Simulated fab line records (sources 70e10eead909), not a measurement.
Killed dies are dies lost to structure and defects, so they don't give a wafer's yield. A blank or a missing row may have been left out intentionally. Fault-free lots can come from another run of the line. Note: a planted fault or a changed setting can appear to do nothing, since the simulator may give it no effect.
Chamber matching / flow nand-harc / ald-hk-04 running NHARC_A_WL_FILL_ALD_10: 4 sister chambers
The step deposits SiO2, target thk 50 nm, pulse time 10 s, ald cycles 500. 20 wafers are shown with their chamber, then 10 later ones without.

WAFERS WITH THEIR CHAMBER
wafer=L075.2; chamber=1; heater-power-w (W)=374; precursor-pulse-height-rel=0.988
wafer=L075.3; chamber=0; heater-power-w (W)=443; precursor-pulse-height-rel=1.006
wafer=L075.4; chamber=3; heater-power-w (W)=404; precursor-pulse-height-rel=0.982
wafer=L077.1; chamber=3; heater-power-w (W)=411; precursor-pulse-height-rel=0.999
wafer=L077.4; chamber=1; heater-power-w (W)=373; precursor-pulse-height-rel=1.018
wafer=L077.6; chamber=3; heater-power-w (W)=408; precursor-pulse-height-rel=1.000
wafer=L080.2; chamber=2; heater-power-w (W)=465; precursor-pulse-height-rel=0.993
wafer=L080.3; chamber=1; heater-power-w (W)=360; precursor-pulse-height-rel=0.964
wafer=L080.4; chamber=0; heater-power-w (W)=455; precursor-pulse-height-rel=0.984
wafer=L084.4; chamber=2; heater-power-w (W)=483; precursor-pulse-height-rel=0.964
wafer=L084.5; chamber=2; heater-power-w (W)=469; precursor-pulse-height-rel=0.969
wafer=L084.6; chamber=1; heater-power-w (W)=374; precursor-pulse-height-rel=0.977
wafer=L086.1; chamber=3; heater-power-w (W)=408; precursor-pulse-height-rel=1.016
wafer=L086.2; chamber=2; heater-power-w (W)=495; precursor-pulse-height-rel=0.961
wafer=L086.4; chamber=1; heater-power-w (W)=358; precursor-pulse-height-rel=0.993
wafer=L088.2; chamber=0; heater-power-w (W)=440; precursor-pulse-height-rel=0.985
wafer=L088.3; chamber=1; heater-power-w (W)=368; precursor-pulse-height-rel=1.000
wafer=L088.4; chamber=3; heater-power-w (W)=406; precursor-pulse-height-rel=0.976
wafer=L090.1; chamber=2; heater-power-w (W)=491; precursor-pulse-height-rel=0.981
wafer=L090.5; chamber=0; heater-power-w (W)=457; precursor-pulse-height-rel=0.978

SIGNATURES, as means of the wafers listed above
reading=heater-power-w; chamber 0=448.75; chamber 1=367.83; chamber 2=480.60; chamber 3=407.40; scatter within a chamber=8.67
reading=precursor-pulse-height-rel; chamber 0=0.98825; chamber 1=0.99000; chamber 2=0.97360; chamber 3=0.99460; scatter within a chamber=0.0156
Rule: a wafer lies at a distance from a chamber equal to the root of the sum of squares, over the readings, of (its reading less the chamber's mean, divided by the reading's scatter). The wafer belongs to the nearest chamber; if the next one is less than 2 further off, it can't be placed. The scatter is the square root of a quotient: the sum, over the shown wafers, of each reading's squared deviation from its chamber's mean, divided by wafers minus chambers.

WAFERS WHOSE CHAMBER IS MISSING
wafer=L090.6; heater-power-w (W)=403; precursor-pulse-height-rel=0.982
wafer=L092.1; heater-power-w (W)=468; precursor-pulse-height-rel=1.008
wafer=L092.2; heater-power-w (W)=365; precursor-pulse-height-rel=1.010
wafer=L092.5; heater-power-w (W)=478; precursor-pulse-height-rel=0.977
wafer=L094.4; heater-power-w (W)=454; precursor-pulse-height-rel=1.006
wafer=L094.2; heater-power-w (W)=403; precursor-pulse-height-rel=1.021
wafer=L094.3; heater-power-w (W)=479; precursor-pulse-height-rel=0.985
wafer=L097.3; heater-power-w (W)=421; precursor-pulse-height-rel=0.973
wafer=L097.5; heater-power-w (W)=410; precursor-pulse-height-rel=1.030
wafer=L097.6; heater-power-w (W)=452; precursor-pulse-height-rel=0.988

THE CHAMBER EACH PASSED THROUGH
wafer=L090.6; from the rows above=3; in truth=3
wafer=L092.1; from the rows above=can't be placed: 0 or 2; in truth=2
wafer=L092.2; from the rows above=1; in truth=1
wafer=L092.5; from the rows above=2; in truth=2
wafer=L094.4; from the rows above=0; in truth=0
wafer=L094.2; from the rows above=3; in truth=3
wafer=L094.3; from the rows above=2; in truth=2
wafer=L097.3; from the rows above=can't be placed: 3 or 0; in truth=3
wafer=L097.5; from the rows above=3; in truth=3
wafer=L097.6; from the rows above=0; in truth=0
Placed correctly: 8 of 10. Can't be placed from these rows: 2 (the true chamber is among the candidates in 2). Placed wrongly: 0.
